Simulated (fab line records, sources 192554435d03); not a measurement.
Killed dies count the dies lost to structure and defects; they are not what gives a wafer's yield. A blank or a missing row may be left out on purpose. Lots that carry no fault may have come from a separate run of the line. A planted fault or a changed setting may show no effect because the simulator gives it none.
A lot that was struck, set against a sound lot    flow n5 finfet    38 steps out of a route of 1938
Sound: these wafers, L831.1, L831.2, L831.3. Struck: wafer L840.1. (L840.2, L840.5 of the same lot were not struck and are left out.) The cause comes at the end.
At each step with rows: each side's tool, then ch and its chambers, then its first start. Under that, the readings that differ: sound wafers    struck wafers    difference of the means    sigmas: that difference in standard deviations of wafers without a fault.
alike: a reading whose means differ by less than 2 such deviations, as well as words and numbers matching on both sides. not compared: withheld readings; readings where some wafer has no value; bounds like >300 that might hide an equal value; numbers whose values overlap and for which the record gives no deviation.
A row with sigmas, a row that says differs or no value, or rows on one side alone: a step with any of these is where the two part. Numbers that have no deviation but don't overlap get no sigmas and don't part them. A reading missing from all wafers of one side parts the sides only when that side holds two or more wafers.

first, 10 steps without rows for these wafers: N5_PMOS_HMC_CHANNEL_EPI_PRECLEAN_37 (cleans in O3/DIW, time 45 s); N5_PMOS_HMC_CHANNEL_EPI_PRECLEAN_24 (cleans in DHF, time 30 s); N5_PMOS_HMC_CHANNEL_EPI_SRD_25 (time 30 s); N5_PMOS_HMC_CHANNEL_EPI_EPI_26 (deposits Si from SiH4/H2, target thk 3.8 nm, time 22.7 s); N5_FIN_SAQP_PRECLEAN_42 (cleans in O3/DIW, time 60 s); N5_FIN_SAQP_PRECLEAN_00 (cleans in SC1, time 60 s); N5_FIN_SAQP_PRECLEAN_44 (cleans in SC2, time 45 s); N5_FIN_SAQP_SRD_01 (time 30 s); N5_FIN_SAQP_ALD_61 (deposits SiO2, target thk 4 nm, pulse time 1 s, purge time 2 s); N5_FIN_SAQP_DENSIFY_62 (time 60 s).
N5_FIN_SAQP_HM_DEP_03: deposits SiNx from SiH4/NH3/N2, target thk 38 nm, time 33.6 s.
  sound on pecvd-01 ch 1,2, day 3 21:12; struck on pecvd-03 ch 1, day 6 04:14
reading                                       sound              struck  difference  sigmas
model.SiNx_of_FIN_SAQP_HM_DEP_03.thk nm (nm)  37.94 37.89 38.11  40.29   +2.31       
  alike: heater power w, showerhead plenum p Torr, susceptor temp C, throttle valve pct
N5_FIN_SAQP_THK_MEAS_05:
  sound: film metro-01 at day 3 21:19; struck: film metro-01 at day 6 04:19
reading      sound           struck  difference  sigmas
thk nm (nm)  37.9 37.9 38.1  40.3    +2.3        +4
then, 24 steps without rows for these wafers: N5_FIN_SAQP_PECVD_47 (deposits a-Si from SiH4/He, target thk 45 nm, time 36.3 s); N5_FIN_SAQP_PECVD_48 (deposits SiNx from SiH4/NH3/N2, target thk 25 nm, time 22.1 s); N5_FIN_SAQP_PECVD_06 (deposits a-Si from SiH4/He, target thk 60 nm, time 48.1 s); N5_FIN_SAQP_HM_DEP_72 (deposits SiO2 from SiH4/N2O, target thk 12 nm, time 7.2 s); N5_FIN_SAQP_COAT_49 (time 60 s, resist thk 100 nm); N5_FIN_SAQP_COAT_50 (time 60 s, resist thk 35 nm); N5_FIN_SAQP_COAT_10 (resist thk 90 nm); N5_FIN_SAQP_EBR_12; N5_FIN_SAQP_SOFTBAKE_11 (time 60 s); N5_FIN_SAQP_EXPOSE_13 (exposes mask FIN CORE, target cd 35.6 nm); N5_FIN_SAQP_PEB_14 (peb time 60 s); N5_FIN_SAQP_DEVELOP_15 (develop time 30 s); N5_FIN_SAQP_DESCUM_21 (chemistry O2, time 7.9 s); N5_FIN_SAQP_ETCH_51 (etches SiARC in CF4, target depth 45.5 nm, time 75.8 s); N5_FIN_SAQP_ETCH_52 (etches SOC in N2/H2, target depth 100 nm, overetch 20 nm, time 150 s); N5_FIN_SAQP_STRIP_53 (strips in N2/H2); N5_FIN_SAQP_HM_OPEN_73 (chemistry CHF3/O2, target SiO2, stops on a-Si, target depth 12 nm, time 16.8 s); N5_FIN_SAQP_STRIP_74 (strips in CHF3/O2); N5_FIN_SAQP_MANDREL_ETCH_22 (etches a-Si in HBr/Cl2, stops on SiNx, target depth 60 nm, bt time 10 s, time 30 s); N5_FIN_SAQP_STRIP_55 (strips in N2/H2); N5_FIN_SAQP_STRIP_23 (strips in SPM, time 750 s); N5_FIN_SAQP_SRD_66 (time 30 s); N5_FIN_SAQP_RECESS_75 (chemistry HF/NH3, target SiO2, target depth 14.4 nm, afs cycles 3, sublimation time 60 s); N5_FIN_SAQP_SPACER1_ALD_24 (deposits SiO2, target thk 20.3 nm, pulse time 1 s, purge time 2 s).
N5_FIN_SAQP_HM_OPEN_33: chemistry CH3F/O2, target SiNx, target depth 49.4 nm, time 70.6 s.
  sound on rie diel-05 ch 0,1,3, day 4 02:55; struck on rie diel-05 ch 0, day 6 09:55
reading                   sound              struck  difference  sigmas
etch rf on time s (s)     69.4 69.4 70.1     74.0    +4.4        +3
model.etch.depth nm (nm)  37.31 37.26 37.34  39.66   +2.36       
  alike: drypump motor current A, oes_f_703_au, oes product au, rf vpp V, showerhead plenum p Torr, throttle valve pct
  not compared: rf hours counter h
N5_STI_FIN_REVEAL_RECESS_09: chemistry HF/NH3, target SiO2, afs cycles 11, target depth 42.5 nm, sublimation time 60 s.
  sound on vapor etch-02 ch 0,1, day 4 10:47; struck on vapor etch-02 ch 0, day 6 18:07
reading                                       sound                 struck  difference  sigmas
sublimation temp c (C)                        180.10 180.01 180.16  179.71  -0.38       -2
model.SiNx_of_FIN_SAQP_HM_DEP_03.thk nm (nm)  18.4 18 18.6          20.6    +2.3        
  alike: drypump motor current A

== WHERE THEY PART ==
Last at N5_STI_FIN_REVEAL_RECESS_09 as far as this record goes, first at N5_FIN_SAQP_THK_MEAS_05.

WHY: the cause the simulator had injected
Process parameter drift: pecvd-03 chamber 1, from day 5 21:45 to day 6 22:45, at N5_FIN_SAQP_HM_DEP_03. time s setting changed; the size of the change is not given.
